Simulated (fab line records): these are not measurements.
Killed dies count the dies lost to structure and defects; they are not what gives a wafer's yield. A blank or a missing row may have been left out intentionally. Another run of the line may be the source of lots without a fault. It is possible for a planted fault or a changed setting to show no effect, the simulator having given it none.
Matching of chambers :: flow nandHarc :: 4 sister chambers for NHARC_A_BLC_DESCUM_15 on rieDiel-03
The step chemistry O2, time 3 s. 4 wafers are shown with their chamber, then 12 later ones without.

WAFERS PAIRED WITH THEIR CHAMBERS
wafer: L081.6
chamber: 1
showerheadPlenumPTorr (Torr): 1.78

wafer: L084.5
chamber: 0
showerheadPlenumPTorr (Torr): 1.92

wafer: L086.3
chamber: 2
showerheadPlenumPTorr (Torr): 1.92

wafer: L086.6
chamber: 3
showerheadPlenumPTorr (Torr): 1.78

WAFERS WITH NO CHAMBER GIVEN
wafer: L091.2
showerheadPlenumPTorr (Torr): 1.92

wafer: L091.3
showerheadPlenumPTorr (Torr): 1.77

wafer: L091.4
showerheadPlenumPTorr (Torr): 1.78

wafer: L092.1
showerheadPlenumPTorr (Torr): 1.92

wafer: L092.2
showerheadPlenumPTorr (Torr): 1.92

wafer: L092.5
showerheadPlenumPTorr (Torr): 1.92

wafer: L094.1
showerheadPlenumPTorr (Torr): 1.78

wafer: L094.3
showerheadPlenumPTorr (Torr): 1.92

wafer: L094.5
showerheadPlenumPTorr (Torr): 1.92

wafer: L093.2
showerheadPlenumPTorr (Torr): 1.78

wafer: L093.4
showerheadPlenumPTorr (Torr): 1.77

wafer: L093.5
showerheadPlenumPTorr (Torr): 1.92

WHICH CHAMBER EACH WENT THROUGH
wafer: L091.2
from the rows above: can't be placed: 0 or 2
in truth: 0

wafer: L091.3
from the rows above: can't be placed: 1 or 3
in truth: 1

wafer: L091.4
from the rows above: can't be placed: 1 or 3
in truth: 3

wafer: L092.1
from the rows above: can't be placed: 0 or 2
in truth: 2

wafer: L092.2
from the rows above: can't be placed: 0 or 2
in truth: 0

wafer: L092.5
from the rows above: can't be placed: 0 or 2
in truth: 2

wafer: L094.1
from the rows above: can't be placed: 1 or 3
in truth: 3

wafer: L094.3
from the rows above: can't be placed: 0 or 2
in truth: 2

wafer: L094.5
from the rows above: can't be placed: 0 or 2
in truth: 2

wafer: L093.2
from the rows above: can't be placed: 1 or 3
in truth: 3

wafer: L093.4
from the rows above: can't be placed: 1 or 3
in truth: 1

wafer: L093.5
from the rows above: can't be placed: 0 or 2
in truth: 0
Correct placement for 0 of the 12. Cannot be placed on the basis of these rows: 12; the candidates contain the true chamber in 12. Number placed wrongly: 0.
How it was worked out, from the rows above alone: a wafer's distance from a chamber is the root of the sum, over the readings, of the square of ((its reading less the chamber's mean) divided by the reading's scatter). The wafer belongs to the nearest chamber; if the next one is less than 2 further off, it can't be placed. For every chamber, the mean is computed from those of its wafers that are shown. The scatter (one wafer shown for each chamber): square how far every hidden wafer sits from the nearest shown wafer, average those squares and take the square root.
